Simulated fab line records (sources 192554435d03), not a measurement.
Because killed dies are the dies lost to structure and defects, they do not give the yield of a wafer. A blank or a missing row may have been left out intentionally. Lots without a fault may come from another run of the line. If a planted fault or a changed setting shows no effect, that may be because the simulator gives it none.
fab line records -- flow n5Finfet
record: lots: 6, wafers: 17, lastDay: 17
route steps=1938 shown BEOL_M6@1203 PASSIVATION@1936
lots with no fault: from the same line, run without faults
startH: hours from the record's first day to the start of the lot's first wafer shown -- waitH: how many hours have passed since the lot's step before this one -- " repeats the value in the row above -- L1.1+2: a single row standing in for several wafers -- - no value present, or no start provided -- * or withheld: withheld -- < > ~ a bound
route shown NAME@n: NAME is a module with steps in the file, n the number in the route of the first one -- usual: mean/standard deviation of fault-free wafers -- same: alike in all rows -- chamber/n: place in a boat -- sites: the reading at each site -- _std_site: the values' standard deviation -- _edge_site: inner sites' mean taken away from outer sites' mean -- radiusMm: for every site, how far away it sits from the centre of the wafer -- mask NAME#n: copy n -- behind: the most recent tool/chamber to have shaped the wafer -- hold: the reason the lot was held/the length of the hold in hours/how it ended -- device: the transistor (n, p or np) that didn't switch -- end of line: the same wafers' tests at the end of the route -- a step without rows: its recipe alone -- killed: dies that structure and defects cost at the first sort, which is not the same as the wafer's yield -- map: a wafer's dies, marking killed ones x, the rest . and places with no die _
set.NAME: the setting as run; set.NAME@STEP: as run at that earlier step -- model.NAME: the simulator's own value behind a step, which no gauge read
lots at selected steps of the route; one table per step, one row per wafer
services: from which hour (startH, from the record's first day; less than 0 if before it) a tool's chamber was out of use, for how many hours, and why
== steps ==
step: N5_BEOL_M6_SOFTBAKE_06
recipe: tempC: 110, timeS: 60, resist: CAR-ArF
step: N5_BEOL_M6_EXPOSE_08
recipe: maskId: M6, na: 1.35, sourceShape: dipole, sigmaInner: 0.817, sigmaOuter: 0.97, polarization: te, doseMj: 68.25
step: N5_BEOL_M6_PEB_09
recipe: pebTempC: withheld, pebTimeS: 60, resist: CAR-ArF
step: N5_BEOL_M6_DEVELOP_10
recipe: developTimeS: 30, developer: TMAH, resist: CAR-ArF, rinseLiquid: diw, dry: airSpin, devTempC: 23
step: N5_BEOL_M6_CD_MEAS_11
recipe: targetCdNm: 38.5, landingEnergyEv: 500, detector: seInlens, polarity: opening
usual: cdNm: 38.7/0.56
same: landingEnergyEv: 500
lot.wafer,tool,chamber,startH,waitH,cdNm
L221.2,cdSem-02,0,181.53,-,38.1
L221.3,cdSem-02,0,181.53,-,38.2
L221.5,cdSem-02,0,181.53,-,38.4
L226.1,cdSem-02,0,216.15,-,38.6
L226.2,cdSem-02,0,216.15,-,39.7
L226.5,cdSem-02,0,216.15,-,39.4
L238.1,cdSem-02,0,285.31,-,38.2
L238.2,cdSem-02,0,285.31,-,38.8
L238.6,cdSem-02,0,285.31,-,38.2
L239.5,cdSem-01,0,299.54,-,38.3
L239.6,cdSem-01,0,299.54,-,39.0
L243.2,cdSem-03,0,312.21,-,38.0
L243.3,cdSem-03,0,312.21,-,38.7
L243.5,cdSem-03,0,312.21,-,38.4
L244.1,cdSem-01,0,316.89,-,38.8
L244.2,cdSem-01,0,316.89,-,39.1
L244.3,cdSem-01,0,316.89,-,38.3
step: N5_BEOL_M6_OVL_MEAS_12
recipe: pointsPerWafer: 44
usual: M6_OVL: -0.2/0.67
same: pointsPerWafer: 44
lot.wafer,tool,chamber,startH,waitH,M6_OVL[nm]
L221.2,overlay-02,0,181.56,0.0,-0.5
L221.3,overlay-02,0,181.56,0.0,0.5
L221.5,overlay-02,0,181.56,0.0,-0.5
L226.1,overlay-02,0,216.18,0.0,0.5
L226.2,overlay-02,0,216.18,0.0,0.1
L226.5,overlay-02,0,216.18,0.0,0.3
L238.1,overlay-01,0,285.34,0.0,-0.4
L238.2,overlay-01,0,285.34,0.0,-1.1
L238.6,overlay-01,0,285.34,0.0,-0.4
L239.5,overlay-02,0,299.56,0.0,-1.2
L239.6,overlay-02,0,299.56,0.0,0.1
L243.2,overlay-02,0,312.24,0.0,0.3
L243.3,overlay-02,0,312.24,0.0,0.6
L243.5,overlay-02,0,312.24,0.0,0.9
L244.1,overlay-02,0,316.92,0.0,-0.2
L244.2,overlay-02,0,316.92,0.0,0.4
L244.3,overlay-02,0,316.92,0.0,0.1
step: N5_BEOL_M6_INSPECT_13
recipe: mode: adi, inspectInstrument: brightfield
usual: rawDefectCount: 399/87
lot.wafer,tool,chamber,startH,waitH,rawDefectCount
L221.2,defectInspect-02,-,181.58,0.0,355
L221.3,defectInspect-02,-,181.58,0.0,393
L221.5,defectInspect-02,-,181.58,0.0,336
L226.1,defectInspect-02,-,216.20,0.0,282
L226.2,defectInspect-02,-,216.20,0.0,321
L226.5,defectInspect-02,-,216.20,0.0,300
L238.1,defectInspect-01,-,285.36,0.0,332
L238.2,defectInspect-01,-,285.36,0.0,327
L238.6,defectInspect-01,-,285.36,0.0,361
L239.5,defectInspect-02,-,299.59,0.0,320
L239.6,defectInspect-02,-,299.59,0.0,353
L243.2,defectInspect-02,-,312.26,0.0,505
L243.3,defectInspect-02,-,312.26,0.0,556
L243.5,defectInspect-02,-,312.26,0.0,445
L244.1,defectInspect-02,-,316.94,0.0,367
L244.2,defectInspect-02,-,316.94,0.0,567
L244.3,defectInspect-02,-,316.94,0.0,500
step: N5_BEOL_M6_DESCUM_16
recipe: chemistry: O2, timeS: 7.9, sourcePowerW: 50, biasPowerW: 20, pressureMtorr: 20, rfFrequencyHz: 2.712e+07, tempC: 40, resist: CAR-ArF, o2FlowSccm: 225
usual: drypumpMotorCurrentA: 5.7/0.35, oesProductAu: 0.79/0.086, rfVppV: 243.2/1.4, showerheadPlenumPTorr: 2.09/0.067, throttleValvePct: 20.47/0.26
lot.wafer,tool,chamber,startH,waitH,drypumpMotorCurrentA,oesProductAu,rfHoursCounterH,rfVppV,showerheadPlenumPTorr,throttleValvePct
L221.2,rieDiel-04,0,181.61,0.0,5.9,0.74,141,242.7,2.03,20.31
L221.3,rieDiel-04,2,181.61,0.0,5.5,0.72,177,243.8,2.10,20.72
L221.5,rieDiel-04,3,181.61,0.0,6.1,0.74,-,241.1,2.01,20.27
L226.1,rieDiel-06,2,216.72,0.5,5.3,0.87,61,244.1,2.12,20.21
L226.2,rieDiel-06,3,216.72,0.5,6.0,0.75,125,242.8,2.09,20.29
L226.5,rieDiel-06,1,216.72,0.5,5.7,0.95,-,244.0,2.22,20.31
L238.1,rieDiel-04,1,285.70,0.3,5.5,0.95,5,243.3,2.14,20.49
L238.2,rieDiel-04,0,285.70,0.3,5.9,0.71,181,241.7,2.02,20.37
L238.6,rieDiel-04,1,285.70,0.3,5.5,0.94,-,245.1,2.14,20.51
L239.5,rieDiel-01,2,299.64,0.0,5.3,0.84,-,244.1,2.11,20.42
L239.6,rieDiel-01,1,299.64,0.0,5.4,0.69,-,243.7,2.05,20.64
L243.2,rieDiel-01,2,312.35,0.1,5.3,0.84,55,243.1,2.11,20.42
L243.3,rieDiel-01,3,312.35,0.1,5.4,0.78,125,243.0,2.12,20.73
L243.5,rieDiel-01,3,312.35,0.1,5.4,0.79,-,243.0,2.12,20.73
L244.1,rieDiel-04,0,317.16,0.2,5.8,0.71,194,241.1,2.01,20.38
L244.2,rieDiel-04,2,317.16,0.2,5.5,0.69,222,243.1,2.09,20.79
L244.3,rieDiel-04,3,317.16,0.2,6.1,0.70,209,243.1,2.00,20.32
step: N5_BEOL_M6_ETCH_61
recipe: chemistry: CF4, target: SiARC, targetDepthA: 455, maskMaterial: CAR-ArF, timeS: 75.8, ionEnergyEv: 80, pressureMtorr: 40, sourceW: 545, biasW: 36, Ar_flow_sccm: 100, cf4FlowSccm: 100, ends: cleared
usual: drypumpMotorCurrentA: 5.7/0.35, etchRfOnTimeS: 75.3/2.3, oesProductAu: 0.67/0.07, rfVppV: 184.0/1.3, showerheadPlenumPTorr: 2.14/0.071, throttleValvePct: 15.64/0.24
lot.wafer,tool,chamber,startH,waitH,drypumpMotorCurrentA,etchRfOnTimeS,oesProductAu,rfHoursCounterH,rfVppV,showerheadPlenumPTorr,throttleValvePct
L221.2,rieDiel-04,0,181.65,0.0,5.9,75.1,0.65,141,181.1,2.06,15.38
L221.3,rieDiel-04,2,181.65,0.0,5.5,78.3,0.61,177,182.3,2.13,15.79
L221.5,rieDiel-04,3,181.65,0.0,6.1,72.1,0.65,-,183.1,2.06,15.44
L226.1,rieDiel-06,2,216.76,0.0,5.3,76.0,0.73,61,185.2,2.18,15.42
L226.2,rieDiel-06,3,216.76,0.0,6.0,74.8,0.66,125,183.4,2.13,15.48
L226.5,rieDiel-06,1,216.76,0.0,5.7,74.2,0.82,-,186.8,2.27,15.48
L238.1,rieDiel-04,1,285.73,0.0,5.5,78.7,0.80,5,184.7,2.18,15.55
L238.2,rieDiel-04,0,285.73,0.0,5.8,75.1,0.61,181,183.3,2.05,15.48
L238.6,rieDiel-04,1,285.73,0.0,5.5,78.7,0.80,-,184.0,2.18,15.59
L239.5,rieDiel-01,2,299.68,0.0,5.3,78.1,0.72,-,185.7,2.18,15.62
L239.6,rieDiel-01,1,299.68,0.0,5.3,79.6,0.58,-,182.0,2.13,16.01
L243.2,rieDiel-01,2,312.38,0.0,5.3,77.5,0.71,55,183.4,2.18,15.66
L243.3,rieDiel-01,3,312.38,0.0,5.4,72.9,0.68,125,183.9,2.16,15.83
L243.5,rieDiel-01,3,312.38,0.0,5.4,72.9,0.68,-,185.7,2.16,15.83
L244.1,rieDiel-04,0,317.20,0.0,5.9,75.1,0.61,194,181.8,2.05,15.49
L244.2,rieDiel-04,2,317.20,0.0,5.6,77.2,0.59,222,183.2,2.12,15.87
L244.3,rieDiel-04,3,317.20,0.0,6.1,71.5,0.63,209,184.3,2.05,15.51
step: N5_BEOL_M6_ETCH_62
recipe: chemistry: N2/H2, target: SOC, targetDepthA: 1100, overetchA: 220, maskMaterial: SiARC, tempC: 40, timeS: 165, ionEnergyEv: 200, pressureMtorr: 30, sourceW: 840, biasW: 150, n2FlowSccm: 200, h2FlowSccm: 200
usual: drypumpMotorCurrentA: 5.7/0.35, oesProductAu: 0.67/0.066, rfVppV: 523.9/2.7, showerheadPlenumPTorr: 2.54/0.097, throttleValvePct: 17.83/0.2
lot.wafer,tool,chamber,startH,waitH,drypumpMotorCurrentA,oesProductAu,rfHoursCounterH,rfVppV,showerheadPlenumPTorr,throttleValvePct
L221.2,rieDiel-04,0,181.70,0.0,5.9,0.64,141,520.1,2.45,17.64
L221.3,rieDiel-04,2,181.70,0.0,5.5,0.61,177,523.0,2.53,18.00
L221.5,rieDiel-04,3,181.70,0.0,6.1,0.63,-,520.2,2.42,17.59
L226.1,rieDiel-06,2,216.81,0.0,5.3,0.73,61,524.0,2.58,17.60
L226.2,rieDiel-06,3,216.81,0.0,6.0,0.65,125,524.3,2.54,17.65
L226.5,rieDiel-06,1,216.81,0.0,5.7,0.80,-,527.7,2.71,17.77
L238.1,rieDiel-04,1,285.79,0.0,5.5,0.81,5,525.0,2.61,17.86
L238.2,rieDiel-04,0,285.79,0.0,5.9,0.61,181,520.4,2.43,17.71
L238.6,rieDiel-04,1,285.79,0.0,5.5,0.81,-,525.8,2.61,17.87
L239.5,rieDiel-01,2,299.78,0.1,5.3,0.72,-,524.4,2.58,17.84
L239.6,rieDiel-01,1,299.78,0.1,5.4,0.60,-,522.8,2.51,18.18
L243.2,rieDiel-01,2,312.44,0.0,5.3,0.71,55,525.8,2.58,17.86
L243.3,rieDiel-01,3,312.44,0.0,5.4,0.66,125,524.7,2.54,17.92
L243.5,rieDiel-01,3,312.44,0.0,5.4,0.66,-,523.8,2.54,17.93
L244.1,rieDiel-04,0,317.25,0.0,5.9,0.60,194,522.0,2.43,17.72
L244.2,rieDiel-04,2,317.25,0.0,5.6,0.60,222,523.2,2.51,18.08
L244.3,rieDiel-04,3,317.25,0.0,6.1,0.60,209,520.6,2.40,17.67
step: N5_BEOL_M6_STRIP_68
recipe: chemistry: N2/H2, tempC: 40, n2FlowSccm: 200, h2FlowSccm: 200, rfFrequencyHz: 6e+07
step: N5_BEOL_M6_STRIP_67
recipe: chemistry: CF4, resist: SiARC, powerW: 300, biasPowerW: 75, pressureMtorr: 50, cf4FlowSccm: 150, rfFrequencyHz: 6e+07
usual: drypumpMotorCurrentA: 5.7/0.35, oesProductAu: 0.79/0.078, rfVppV: 271.1/1.6, showerheadPlenumPTorr: 1.79/0.057, throttleValvePct: 13.61/0.26
lot.wafer,tool,chamber,startH,waitH,drypumpMotorCurrentA,oesProductAu,rfHoursCounterH,rfVppV,showerheadPlenumPTorr,throttleValvePct
L221.2,rieDiel-04,0,181.85,0.0,5.8,0.75,141,269.6,1.73,13.39
L221.3,rieDiel-04,2,181.85,0.0,5.5,0.73,177,272.0,1.79,13.80
L221.5,rieDiel-04,3,181.85,0.0,6.1,0.75,-,268.8,1.74,13.47
L226.1,rieDiel-06,2,216.96,0.0,5.3,0.86,61,273.3,1.81,13.30
L226.2,rieDiel-06,3,216.96,0.0,6.0,0.76,125,270.9,1.78,13.44
L226.5,rieDiel-06,1,216.96,0.0,5.7,0.95,-,273.6,1.90,13.42
L238.1,rieDiel-04,1,285.94,0.0,5.6,0.96,5,272.7,1.83,13.51
L238.2,rieDiel-04,0,285.94,0.0,5.8,0.72,181,268.0,1.72,13.48
L238.6,rieDiel-04,1,285.94,0.0,5.5,0.96,-,271.4,1.83,13.52
L239.5,rieDiel-01,2,299.87,0.0,5.3,0.85,-,271.3,1.83,13.57
L239.6,rieDiel-01,1,299.87,0.0,5.4,0.70,-,269.3,1.77,13.97
L243.2,rieDiel-01,2,312.58,0.0,5.3,0.84,55,271.6,1.83,13.57
L243.3,rieDiel-01,3,312.58,0.0,5.4,0.78,125,270.5,1.82,13.84
L243.5,rieDiel-01,3,312.58,0.0,5.4,0.78,-,271.2,1.82,13.83
L244.1,rieDiel-04,0,317.40,0.0,5.9,0.71,194,269.1,1.71,13.49
L244.2,rieDiel-04,2,317.40,0.0,5.5,0.70,222,271.6,1.78,13.90
L244.3,rieDiel-04,3,317.40,0.0,6.1,0.71,209,268.9,1.73,13.56
step: N5_BEOL_M6_HM_OPEN_17
recipe: chemistry: Cl2/BCl3, targetDepthA: 200, overetchA: 60, target: TiN, maskMaterial: SOC, ionEnergyEv: 150, pressureMtorr: 10, icpW: 1000, biasW: 126, Cl2_flow_sccm: 53.25, bcl3FlowSccm: 21.75, Ar_flow_sccm: 25
usual: drypumpMotorCurrentA: 5.71/0.19, heBacksideLeakSccm: 3.4/0.38, oesProductAu: 0.64/0.053, throttleValvePct: 22.05/0.15
lot.wafer,tool,chamber,startH,waitH,drypumpMotorCurrentA,heBacksideLeakSccm,oesProductAu,rfHoursCounterH,throttleValvePct,model.SOC_of_BEOL_M6_COAT_59.thkNm
L221.2,rieMetal-03,0,181.89,0.0,6.00,3.5,0.73,20,22.04,91.6
L221.3,rieMetal-03,0,181.89,0.0,6.00,3.5,0.73,-,22.04,91.4
L221.5,rieMetal-03,0,181.89,0.0,6.03,3.4,0.72,-,22.02,91.2
L226.1,rieMetal-01,0,217.00,0.0,5.53,3.4,0.59,65,21.78,92.2
L226.2,rieMetal-01,1,217.00,0.0,5.62,3.2,0.60,67,22.02,92
L226.5,rieMetal-01,0,217.00,0.0,5.54,3.2,0.59,-,21.78,92
L238.1,rieMetal-01,0,285.98,0.0,5.55,3.4,0.58,71,21.80,91.2
L238.2,rieMetal-01,1,285.98,0.0,5.60,3.1,0.59,74,22.02,91.8
L238.6,rieMetal-01,1,285.98,0.0,5.62,2.9,0.59,-,22.05,91.8
L239.5,rieMetal-01,0,299.97,0.1,5.54,3.4,0.59,-,21.77,91.8
L239.6,rieMetal-01,1,299.97,0.1,5.63,3.2,0.59,-,22.02,92.2
L243.2,rieMetal-02,0,312.62,0.0,5.92,3.3,0.67,37,22.24,92
L243.3,rieMetal-02,1,312.62,0.0,5.87,3.1,0.58,-,22.23,92
L243.5,rieMetal-02,0,312.62,0.0,5.86,3.2,0.67,-,22.23,92
L244.1,rieMetal-03,0,317.44,0.0,5.98,3.6,0.69,29,22.06,92
L244.2,rieMetal-03,1,317.44,0.0,5.38,3.4,0.67,35,22.00,92.2
L244.3,rieMetal-03,0,317.44,0.0,5.99,3.6,0.68,-,22.07,92.2
step: N5_BEOL_M6_STRIP_19
recipe: chemistry: O2, powerW: 400, tempC: 40, pressureMtorr: 30, rfFrequencyHz: 6e+07, biasPowerW: 0, overashFraction: 0.2, o2FlowSccm: 225
usual: drypumpMotorCurrentA: 5.7/0.33, oesProductAu: 0.78/0.092, rfVppV: 3.7/0.59, showerheadPlenumPTorr: 2.09/0.071, throttleValvePct: 16.74/0.27
lot.wafer,tool,chamber,startH,waitH,drypumpMotorCurrentA,oesProductAu,rfHoursCounterH,rfVppV,showerheadPlenumPTorr,throttleValvePct
L221.2,rieDiel-06,1,182.09,0.2,5.7,0.70,248,4.7,1.97,16.97
L221.3,rieDiel-06,2,182.09,0.2,5.3,0.89,46,2.9,2.13,16.41
L221.5,rieDiel-06,0,182.09,0.2,6.0,0.75,-,2.4,2.02,17.14
L226.1,rieDiel-06,2,217.21,0.2,5.3,0.87,61,3.3,2.12,16.45
L226.2,rieDiel-06,1,217.21,0.2,5.7,0.96,8,2.6,2.23,16.54
L226.5,rieDiel-06,0,217.21,0.2,6.0,0.72,-,3.5,2.01,17.19
L238.1,rieDiel-06,1,286.09,0.1,5.7,0.91,29,3.5,2.22,16.56
L238.2,rieDiel-06,0,286.09,0.1,6.1,0.70,224,5.2,2.00,17.22
L238.6,rieDiel-06,1,286.09,0.1,5.7,0.91,-,4.8,2.22,16.56
L239.5,rieDiel-04,3,300.04,0.0,6.1,0.71,-,4.5,2.00,16.59
L239.6,rieDiel-04,2,300.04,0.0,5.5,0.70,-,4.9,2.09,17.01
L243.2,rieDiel-06,2,312.76,0.1,5.3,0.83,93,3.2,2.11,16.51
L243.3,rieDiel-06,3,312.76,0.1,6.0,0.73,157,3.4,2.08,16.63
L243.5,rieDiel-06,2,312.76,0.1,5.3,0.84,-,5.0,2.11,16.50
L244.1,rieDiel-04,0,317.60,0.1,5.9,0.70,194,4.0,2.02,16.63
L244.2,rieDiel-04,3,317.60,0.1,6.1,0.70,209,2.9,2.00,16.60
L244.3,rieDiel-04,2,317.60,0.1,5.5,0.68,222,4.2,2.09,17.05
step: N5_PASSIVATION_PROBE_49
usual: defectLimitedYield: 91.1/1.4, killed_at_M0_to_M3: 32/9.4, killed_at_M4_up: 14/5.1, killedAtContacts: 11/5.5, killedAtFrontEnd: 44/13, killedAtOther: 4/3.2, killedDies: 104/16, killedOpen: 70/12, killedShort: 33/7.8, sort_bin_5_function: 5.1/0.91, sort_bin_6_memory: 3.4/0.63, sort_bin_8_speed: 0.00/0.014, sortNPass: 1075/16
same: grossDies: 1180, killedAtBackSide: 0, sort_bin_4_leakage[%]: 0
lot.wafer,tool,chamber,startH,waitH,defectLimitedYield[%],killed_at_M0_to_M3,killed_at_M4_up,killedAtContacts,killedAtFrontEnd,killedAtOther,killedDies,killedOpen,killedShort,sort_bin_5_function[%],sort_bin_6_memory[%],sort_bin_8_speed[%],sortNPass
L226.1,prober-01,-,300.81,0.2,91.9,36,17,7,29,7,96,65,31,4.5,3.4,0,1084
L226.2,prober-01,-,300.86,0.3,89.2,26,27,15,58,1,127,85,42,5.9,4.7,0,1053
L226.5,prober-01,-,301.01,0.4,89.7,48,19,13,32,9,121,77,39,6.1,3.8,0,1059
killed by level:class
L226.1 BEOL_M3:geometricParticle:open=17 FIN_SAQP:geometricParticle:open=8 FIN_SAQP:geometricParticle:short=7 BEOL_M4:geometricParticle:open=6 MOL_CONTACT_COAG:geometricParticle:open=5 BEOL_M0_SAQP:geometricParticle:short=5 BEOL_M0_SAQP:geometricParticle:open=5 BEOL_M2:geometricParticle:open=5
L226.2 BEOL_M4:geometricParticle:open=13 FIN_SAQP:geometricParticle:open=12 STI_FIN_REVEAL:geometricParticle:open=12 MOL_CONTACT_COAG:geometricParticle:open=9 GATE_CUT:geometricParticle:short=8 BEOL_M0_SAQP:geometricParticle:short=8 BEOL_M0_SAQP:geometricParticle:open=8 MOL_CONTACT_COAG:geometricParticle:short=6
L226.5 BEOL_M3:geometricParticle:open=15 MOL_CONTACT_COAG:geometricParticle:open=10 BEOL_M0_SAQP:geometricParticle:short=10 BEOL_M2:geometricParticle:open=8 BEOL_M4:geometricParticle:open=7 GATE_CUT:geometricParticle:open=6 BEOL_M0_SAQP:geometricParticle:open=6 FIN_SAQP:geometricParticle:open=5
== services ==
tool,chamber,startH,hours,kind
rieMetal-01,-,163.39,0.5,repair
rieDiel-06,1,185.36,-,clean
rieDiel-06,1,185.36,-,consumableReplace:focusRing
rieDiel-06,1,185.36,-,consumableReplace:showerhead
rieDiel-06,1,185.36,11.7,scheduledDown
rieDiel-06,1,185.36,11.7,ventCycle
rieDiel-06,3,201.78,4.3,repair
rieMetal-02,-,207.27,0.2,repair
rieMetal-03,-,212.34,28.1,pm
rieDiel-04,3,231.06,9.3,repair
rieDiel-04,2,245.90,6.5,repair
rieDiel-04,1,252.68,-,clean
rieDiel-04,1,252.68,-,consumableReplace:focusRing
rieDiel-04,1,252.68,16.5,scheduledDown
rieDiel-04,1,252.68,16.5,ventCycle
rieMetal-01,0,257.98,2.9,repair
rieMetal-02,-,302.98,1.2,repair
rieDiel-04,1,315.54,14.6,repair
== key ==
firstSign none at tools or gauges
modelEffect: step: N5_BEOL_M6_HM_OPEN_17, value: SOC_of_BEOL_M6_COAT_59.thkNm, without: 92.1, struck: 91.5
metAt N5_BEOL_M6_HM_OPEN_17
struckWafers L238.1,L239.5
onsetBetween 217.00 285.98
fault: kind: processParameterDrift, tool: rieMetal-01, chamber: 0, onsetH: 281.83, steps: N5_BEOL_M6_HM_OPEN_17, channel: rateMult, offset: 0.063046, shape: step, endH: 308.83
